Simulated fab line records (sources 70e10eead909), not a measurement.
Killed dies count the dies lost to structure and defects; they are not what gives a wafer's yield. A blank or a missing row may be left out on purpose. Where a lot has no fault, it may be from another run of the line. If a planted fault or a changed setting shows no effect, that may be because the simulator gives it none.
The tool behind it: which one? | flow nand_harc | Sampling: 12 lots, 35 wafers, 5 of 1159 route steps

## WHAT THE GAUGES READ, wafer by wafer
NHARC_END_SORT_01. Usual: killed_at_array 25, standard deviation 7.8; killed_at_other 0.6, standard deviation 0.81; killed_at_periphery 3.3, standard deviation 2.2; killed_dies 29, standard deviation 8.2; killed_open 3.5, standard deviation 1.9; killed_short 1.8, standard deviation 1.3.
lot  | measured     | on        | killed_at_array | killed_at_other | killed_at_periphery | killed_dies | killed_open | killed_short | flag
L282 | day 19 21:58 | prober-02 | 20 15 26        | 0 0 0           | 8 5 5               | 28 20 31    | 1 1 3       | 0 2 2        |
L290 | day 21 11:03 | prober-01 | 29 29 26        | 0 0 2           | 6 4 4               | 35 33 32    | 5 6 2       | 0 1 5        |
L295 | day 23 11:52 | prober-01 | 36 27 40        | 0 0 1           | 5 1 6               | 41 28 47    | 5 3 6       | 0 2 2        |

## EACH LOT AND THE TOOL THAT RAN IT (in order: tool; ch and the chambers of the sampled wafers; start)
lot  | NHARC_A_STAIRCASE_TRIM_231                    | NHARC_A_STAIRCASE_TRIM_233                    | NHARC_A_STAIRCASE_EXPOSE_247      | NHARC_A_STAIRCASE_ETCH_253
L280 | rie_diel-06 ch 1,2, day 10 22:13 or earlier   | rie_diel-06 ch 0,2, day 10 22:13 or earlier   | krf_scanner-04 ch 0, day 10 22:13 | rie_diel-13 ch 1,2,3, day 10 22:40
L281 | rie_diel-07 ch 0,2,3, day 11 17:46 or earlier | rie_diel-07 ch 1,3, day 11 17:46 or earlier   | krf_scanner-04 ch 0, day 11 17:46 | rie_diel-06 ch 0,2,3, day 11 18:13
L282 | rie_diel-13 ch 1,3, day 11 19:34 or earlier   | rie_diel-13 ch 0,1, day 11 19:34 or earlier   | krf_scanner-03 ch 0, day 11 19:34 | rie_diel-13 ch 0,1,3, day 11 20:04
L290 | rie_diel-07 ch 1,2,3, day 13 13:50 or earlier | rie_diel-07 ch 0,2, day 13 13:50 or earlier   | krf_scanner-03 ch 0, day 13 13:50 | rie_diel-06 ch 1,3, day 13 14:17
L293 | rie_diel-06 ch 1,2, day 14 06:16 or earlier   | rie_diel-06 ch 1,2,3, day 14 06:16 or earlier | krf_scanner-04 ch 0, day 14 06:16 | rie_diel-07 ch 2,3, day 14 06:43
L294 | rie_diel-06 ch 0,1,3, day 14 23:52 or earlier | rie_diel-06 ch 0,1, day 14 23:52 or earlier   | krf_scanner-03 ch 0, day 14 23:52 | rie_diel-06 ch 1,2, day 15 00:22
L295 | rie_diel-07 ch 0,3, day 15 01:17 or earlier   | rie_diel-07 ch 0,1,2, day 15 01:17 or earlier | krf_scanner-02 ch 0, day 15 01:17 | rie_diel-13 ch 0,3, day 15 01:45
L296 | rie_diel-07 ch 0,1,2, day 15 08:34 or earlier | rie_diel-07 ch 0,1,3, day 15 08:34 or earlier | krf_scanner-03 ch 0, day 15 08:34 | rie_diel-06 ch 0,2, day 15 09:02
L298 | rie_diel-13 ch 0,2, day 15 11:59 or earlier   | rie_diel-13 ch 0,1, day 15 11:59 or earlier   | krf_scanner-03 ch 0, day 15 11:59 | rie_diel-06 ch 0,2,3, day 15 12:28
L300 | rie_diel-13 ch 1,2,3, day 16 10:38 or earlier | rie_diel-13 ch 0,3, day 16 10:38 or earlier   | krf_scanner-03 ch 0, day 16 10:38 | rie_diel-07 ch 1,2, day 16 11:08
L299 | rie_diel-13 ch 0,2, day 16 13:29 or earlier   | rie_diel-13 ch 0,2,3, day 16 13:29 or earlier | krf_scanner-03 ch 0, day 16 13:29 | rie_diel-06 ch 0,1,2, day 16 13:57
L303 | rie_diel-06 ch 0,2, day 16 23:03 or earlier   | rie_diel-06 ch 0,1, day 16 23:03 or earlier   | krf_scanner-03 ch 0, day 16 23:03 | rie_diel-07 ch 1,3, day 16 23:30
- NHARC_A_STAIRCASE_TRIM_231: chemistry O2, time 211.2 s.
- NHARC_A_STAIRCASE_TRIM_233: chemistry O2, time 211.2 s.
- NHARC_A_STAIRCASE_EXPOSE_247: exposes mask SDS 1.
- NHARC_A_STAIRCASE_ETCH_253: etches the open film in C4F8/O2, target depth 50 nm, time 20.2 s.

## AS READ BY THE TOOLS THEMSELVES (means over the sampled wafers that have a number; for cases with no such wafer, the mark the record gives instead)
NHARC_A_STAIRCASE_TRIM_231. Usual: drypump_motor_current_A 5.6 A, standard deviation 0.38; oes_product_au 0.994 a.u., standard deviation 0.014; rf_vpp_V 58.0 V, standard deviation 1; showerhead_plenum_p_Torr 3.60 Torr, standard deviation 0.13; throttle_valve_pct 17.037 %, standard deviation 0.0087.
lot  | tool        | drypump_motor_current_A (A) | oes_product_au (a.u.) | rf_vpp_V (V) | showerhead_plenum_p_Torr (Torr) | throttle_valve_pct (%) | flag
L280 | rie_diel-06 | 5.6                         | 1.008                 | 57.8         | 3.62                            | 17.033                 |
L281 | rie_diel-07 | 5.8                         | 0.990                 | 58.5         | 3.71                            | 17.043                 |
L282 | rie_diel-13 | 5.9                         | 0.998                 | 57.7         | 3.45                            | 17.038                 |
L290 | rie_diel-07 | 6.0                         | 0.998                 | 57.2         | 3.65                            | 17.037                 |
L293 | rie_diel-06 | 5.6                         | 1.003                 | 58.7         | 3.61                            | 17.039                 |
L294 | rie_diel-06 | 5.4                         | 1.000                 | 57.6         | 3.56                            | 17.042                 |
L295 | rie_diel-07 | 5.5                         | 1.009                 | 57.9         | 3.66                            | 17.043                 |
L296 | rie_diel-07 | 5.8                         | 0.983                 | 58.3         | 3.68                            | 17.036                 |
L298 | rie_diel-13 | 5.7                         | 0.990                 | 58.2         | 3.68                            | 17.042                 |
L300 | rie_diel-13 | 5.6                         | 0.986                 | 57.0         | 3.42                            | 17.028                 |
L299 | rie_diel-13 | 5.7                         | 0.988                 | 58.0         | 3.68                            | 17.041                 |
L303 | rie_diel-06 | 5.5                         | 0.995                 | 59.5         | 3.63                            | 17.029                 |

NHARC_A_STAIRCASE_TRIM_233. Usual: drypump_motor_current_A 5.6 A, standard deviation 0.4; oes_product_au 0.996 a.u., standard deviation 0.012; rf_vpp_V 58.0 V, standard deviation 0.93; showerhead_plenum_p_Torr 3.60 Torr, standard deviation 0.14; throttle_valve_pct 17.037 %, standard deviation 0.0094.
lot  | tool        | drypump_motor_current_A (A) | oes_product_au (a.u.) | rf_vpp_V (V) | showerhead_plenum_p_Torr (Torr) | throttle_valve_pct (%) | flag
L280 | rie_diel-06 | 5.6                         | 0.994                 | 58.1         | 3.68                            | 17.041                 |
L281 | rie_diel-07 | 5.8                         | 0.996                 | 57.5         | 3.58                            | 17.032                 |
L282 | rie_diel-13 | 6.0                         | 0.997                 | 57.5         | 3.36                            | 17.041                 |
L290 | rie_diel-07 | 6.0                         | 0.987                 | 58.8         | 3.76                            | 17.042                 |
L293 | rie_diel-06 | 5.3                         | 0.996                 | 57.1         | 3.61                            | 17.030                 |
L294 | rie_diel-06 | 5.7                         | 0.999                 | 57.6         | 3.54                            | 17.042                 |
L295 | rie_diel-07 | 5.8                         | 0.995                 | 58.5         | 3.68                            | 17.041                 |
L296 | rie_diel-07 | 5.7                         | 1.009                 | 57.7         | 3.61                            | 17.037                 |
L298 | rie_diel-13 | 6.0                         | 0.990                 | 58.5         | 3.70                            | 17.035                 |
L300 | rie_diel-13 | 5.8                         | 0.991                 | 58.4         | 3.62                            | 17.041                 |
L299 | rie_diel-13 | 5.6                         | 0.995                 | 57.4         | 3.51                            | 17.042                 |
L303 | rie_diel-06 | 5.7                         | 0.990                 | 58.6         | 3.50                            | 17.042                 |

NHARC_A_STAIRCASE_EXPOSE_247. Usual: exposure_dose_mJ_cm2 25.329, standard deviation 0.027; focus_offset_nm 0.0 nm, standard deviation 0.54.
lot  | tool           | exposure_dose_mJ_cm2 | focus_offset_nm (nm) | flag
L280 | krf_scanner-04 | 25.326               | 0.3                  |
L281 | krf_scanner-04 | 25.322               | -0.1                 |
L282 | krf_scanner-03 | 25.327               | 0.0                  |
L290 | krf_scanner-03 | 25.361               | 0.7                  |
L293 | krf_scanner-04 | 25.317               | -0.2                 |
L294 | krf_scanner-03 | 25.320               | -0.2                 |
L295 | krf_scanner-02 | 25.298               | 0.1                  |
L296 | krf_scanner-03 | 25.342               | 0.1                  |
L298 | krf_scanner-03 | 25.692               | -0.5                 | OFF
L300 | krf_scanner-03 | 25.683               | -0.7                 | OFF
L299 | krf_scanner-03 | 25.565               | -0.1                 | OFF
L303 | krf_scanner-03 | 25.508               | -0.3                 | OFF

NHARC_A_STAIRCASE_ETCH_253. Usual: oes_product_au 0.949 a.u., standard deviation 0.022; rf_fwd_power_W 588 W, standard deviation 3.1; rf_vpp_V 898 V, standard deviation 5.
lot  | tool        | oes_product_au (a.u.) | rf_fwd_power_W (W) | rf_vpp_V (V) | flag
L280 | rie_diel-13 | 0.934                 | 594                | 893          |
L281 | rie_diel-06 | 0.974                 | 589                | 900          |
L282 | rie_diel-13 | 0.964                 | 591                | 890          |
L290 | rie_diel-06 | 0.934                 | 589                | 895          |
L293 | rie_diel-07 | 0.910                 | 585                | 904          |
L294 | rie_diel-06 | 0.958                 | 588                | 896          |
L295 | rie_diel-13 | 0.924                 | 590                | 900          |
L296 | rie_diel-06 | 0.959                 | 588                | 899          |
L298 | rie_diel-06 | 0.973                 | 589                | 900          |
L300 | rie_diel-07 | 0.945                 | 586                | 903          |
L299 | rie_diel-06 | 0.923                 | 588                | 896          |
L303 | rie_diel-07 | 0.978                 | 590                | 898          |

## THE ANSWER, worked out from the rows above alone
Rule: lot off if the mean of its wafers having a number is beyond 3 standard deviations from the usual mean. A lot without any number at a reading at which 4 lots or more have one is off too. All remaining lots with rows at the step are treated as sound. First the gauges in route order, then the tools' own readings, where a lot's mean is used as printed above. The first step at which some lot is off is used, and at that step the reading that is off furthest; a lot without a number counts as furthest.
Off: L298, L300, L299, L303, at NHARC_A_STAIRCASE_EXPOSE_247 (exposure_dose_mJ_cm2).
A tool fits if, at that step or a process step before it, it ran every lot that is off, and no sound lot after the first of them. With no start given for some of its lots, NHARC_A_STAIRCASE_TRIM_231 uses the hours and lot order of NHARC_A_STAIRCASE_EXPOSE_247. With no start given for some of its lots, NHARC_A_STAIRCASE_TRIM_233 uses the hours and lot order of NHARC_A_STAIRCASE_EXPOSE_247. One fits: NHARC_A_STAIRCASE_EXPOSE_247 on krf_scanner-03. Its last sound lot is L296 (day 15 08:34), its first lot that is off L298 (day 15 11:59): a fault that began between those two fits.
The tool's own readings at NHARC_A_STAIRCASE_EXPOSE_247 bear it out: on the lots that are off they differ by more than 5 times the standard deviation of the sound lots' means. exposure_dose_mJ_cm2 reads 25.612 there against 25.327 on the sound lots.

## WHAT WAS PUT IN BY THE SIMULATOR
Process parameters drifting: krf_scanner-03 at NHARC_A_STAIRCASE_EXPOSE_247, beginning at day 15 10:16. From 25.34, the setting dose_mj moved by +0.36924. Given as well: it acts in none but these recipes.
Shown lots that were struck: L298, L300, L299, L303. The rule given above showed the same thing.
